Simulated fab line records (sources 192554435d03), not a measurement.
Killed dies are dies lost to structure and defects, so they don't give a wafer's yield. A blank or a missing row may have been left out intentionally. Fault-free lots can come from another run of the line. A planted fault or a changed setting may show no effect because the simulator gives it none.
Which tool did it? + flow n5-finfet + 14 lots with 40 wafers sampled at 2 steps, on a route of 1938 steps

## WHAT EACH GAUGE READ, for each wafer
N5_BEOL_M3_THK_MEAS_01.
| lot  | measured     | on            | M3_ILD_THK (nm) |
|------|--------------|---------------|-----------------|
| L402 | day 8 02:15  | film-metro-01 | 78.4 79.5 79.1  |
| L403 | day 8 07:04  | film-metro-02 | 76.4 77.2 79.6  |
| L406 | day 8 07:29  | film-metro-02 | 77.9 77.4 77.2  |
| L404 | day 8 07:40  | film-metro-02 | 78.4 78.8 80.8  |
| L405 | day 8 10:59  | film-metro-02 | 78.6 77.9 79.6  |
| L414 | day 10 10:15 | film-metro-01 | 79.6 79.3 79.3  |
| L416 | day 10 22:57 | film-metro-01 | 78.9 79.7 80.4  |
| L415 | day 11 02:16 | film-metro-01 | 78.6 78.4 79.7  |
| L419 | day 11 07:45 | film-metro-02 | 78.5 80.1       |
| L421 | day 11 16:48 | film-metro-02 | 79.1 79.8 80.1  |
| L422 | day 11 21:56 | film-metro-02 | 80.0 78.9 80.1  |
| L424 | day 12 08:40 | film-metro-02 | 78.2 79.3       |
| L423 | day 12 22:02 | film-metro-01 | 76.5 78.4 79.1  |
| L425 | day 13 09:23 | film-metro-02 | 76.8 78.7 79.1  |

## WHICH TOOL RAN EACH LOT (tool, then ch and the chambers of the sampled wafers, then the start)
| lot  | N5_BEOL_M2_CO_CAP_55             |
|------|----------------------------------|
| L402 | cvd-co-02 ch 0,1, day 8 01:56    |
| L403 | cvd-co-01 ch 0,1, day 8 06:45    |
| L406 | cvd-co-01 ch 1,2, day 8 07:10    |
| L404 | cvd-co-02 ch 0,1, day 8 07:21    |
| L405 | cvd-co-02 ch 0,1,2, day 8 10:39  |
| L414 | cvd-co-02 ch 0,1,2, day 10 09:55 |
| L416 | cvd-co-02 ch 0,1,2, day 10 22:35 |
| L415 | cvd-co-01 ch 0,1,2, day 11 01:56 |
| L419 | cvd-co-01 ch 1,2, day 11 07:25   |
| L421 | cvd-co-01 ch 0,1,2, day 11 16:29 |
| L422 | cvd-co-01 ch 0,1,2, day 11 20:15 |
| L424 | cvd-co-02 ch 2, day 12 08:21     |
| L423 | cvd-co-02 ch 0,1,2, day 12 21:43 |
| L425 | cvd-co-02 ch 0,1, day 13 09:03   |
- N5_BEOL_M2_CO_CAP_55: material Co, precursor CCTBA/H2, target thk 2 nm, time 102.1 s.

## WHAT THE TOOLS THEMSELVES READ (means of the sampled wafers that have a number; where no wafer has one, the mark that the record gives instead)
N5_BEOL_M2_CO_CAP_55.
| lot  | tool      | heater-power-outer-w (W) | heater-power-w (W) |
|------|-----------|--------------------------|--------------------|
| L402 | cvd-co-02 | 123                      | 250                |
| L403 | cvd-co-01 | 140                      | 256                |
| L406 | cvd-co-01 | 134                      | 244                |
| L404 | cvd-co-02 | 128                      | 248                |
| L405 | cvd-co-02 | 128                      | 251                |
| L414 | cvd-co-02 | 130                      | 249                |
| L416 | cvd-co-02 | 130                      | 250                |
| L415 | cvd-co-01 | 139                      | 257                |
| L419 | cvd-co-01 | 136                      | 250                |
| L421 | cvd-co-01 | 141                      | 261                |
| L422 | cvd-co-01 | 139                      | 258                |
| L424 | cvd-co-02 | 137                      | 253                |
| L423 | cvd-co-02 | 129                      | 251                |
| L425 | cvd-co-02 | 128                      | 250                |

## THE ANSWER, worked out from the rows above alone
Rule: usual is defined by the lots themselves. Put in order of their means at a reading, lots are off if they are a third of the lots or fewer, leave a main group of 4 or more, and stand apart from it by a gap of 3 or more times the standard deviation of the main group's means; of several such gaps the widest counts. If all means in a main group match to the digits the tables above print for the reading, that group is not used. Also off: a lot with no number at a reading for which 4 or more lots have one. Any other lot the step has rows for is counted as sound. After the gauges, taken in route order, come the tools' own readings; for these a lot's mean is taken, as printed above. The first step at which some lot is off is used, and at that step the reading that is off furthest; a lot without a number counts as furthest.
No lot is off on any of the readings shown, so nothing can be concluded from this.

## WHAT WAS PUT IN BY THE SIMULATOR
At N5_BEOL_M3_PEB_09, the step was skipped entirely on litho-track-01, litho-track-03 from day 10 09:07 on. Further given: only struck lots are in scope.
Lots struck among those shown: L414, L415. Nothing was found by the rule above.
